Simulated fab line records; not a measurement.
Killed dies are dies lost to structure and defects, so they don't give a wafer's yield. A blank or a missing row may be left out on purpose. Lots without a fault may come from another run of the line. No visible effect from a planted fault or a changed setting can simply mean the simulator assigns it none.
Chamber matching ; flow n5 finfet ; 4 sister chambers for N5_BEOL_M10_ETCH_62 on rie diel-05
The step etches SOC in N2/H2, target depth 110 nm, overetch 22 nm, time 165 s. 16 wafers are shown with their chamber, then 8 later ones without.

EACH WAFER AND ITS CHAMBER
wafer;chamber;showerhead plenum p Torr (Torr);throttle valve pct (%);rf vpp V (V)
L077.2;0;2.67;17.39;528.5
L077.3;2;2.62;18.15;526.1
L077.6;3;2.52;17.99;522.8
L081.2;3;2.52;18.00;524.5
L081.3;0;2.66;17.39;529.0
L081.4;2;2.62;18.17;524.3
L080.2;0;2.66;17.40;528.6
L080.3;1;2.50;18.19;524.8
L080.6;3;2.52;17.99;522.7
L082.1;3;2.51;18.02;524.8
L082.2;0;2.66;17.39;527.5
L082.4;3;2.51;18.01;524.1
L087.2;3;2.51;18.03;523.7
L087.5;2;2.62;17.75;526.6
L087.6;1;2.50;18.24;522.7
L086.1;3;2.51;18.04;523.4

SIGNATURES (means of the wafers above)
reading;chamber 0;chamber 1;chamber 2;chamber 3;scatter within a chamber
showerhead plenum p Torr;2.6625;2.5000;2.6200;2.5143;0.00453
throttle valve pct;17.3925;18.2150;18.0233;18.0114;0.0983
rf vpp V;528.400;523.750;525.667;523.714;0.925
Rule: for each reading, subtract the chamber's mean from the wafer's reading, divide by that reading's scatter and square the result; add these up over the readings and take the root, which gives the wafer's distance from the chamber. If the next closest chamber is less than 2 further off than the closest, the wafer can't be placed; otherwise it belongs to the closest. The scatter is the square root of a quotient: the sum, over the shown wafers, of each reading's squared deviation from its chamber's mean, divided by wafers minus chambers.

WAFERS WITH NO CHAMBER GIVEN
wafer;showerhead plenum p Torr (Torr);throttle valve pct (%);rf vpp V (V)
L086.3;2.51;18.02;523.0
L086.4;2.65;17.42;526.9
L094.1;2.65;17.47;526.8
L094.5;2.61;17.77;524.6
L094.6;2.50;18.04;523.0
L097.2;2.50;18.08;522.8
L097.3;2.61;17.79;523.7
L097.6;2.65;17.46;527.9

WHICH CHAMBER EACH ONE RAN IN
wafer;from the rows above;in truth
L086.3;can't be placed: 3 or 1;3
L086.4;0;0
L094.1;0;0
L094.5;2;2
L094.6;can't be placed: 1 or 3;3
L097.2;can't be placed: 1 or 3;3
L097.3;2;2
L097.6;0;0
5 of 8 placed correctly. Cannot be placed on the basis of these rows: 3; the candidates contain the true chamber in 3. Number placed wrongly: 0.
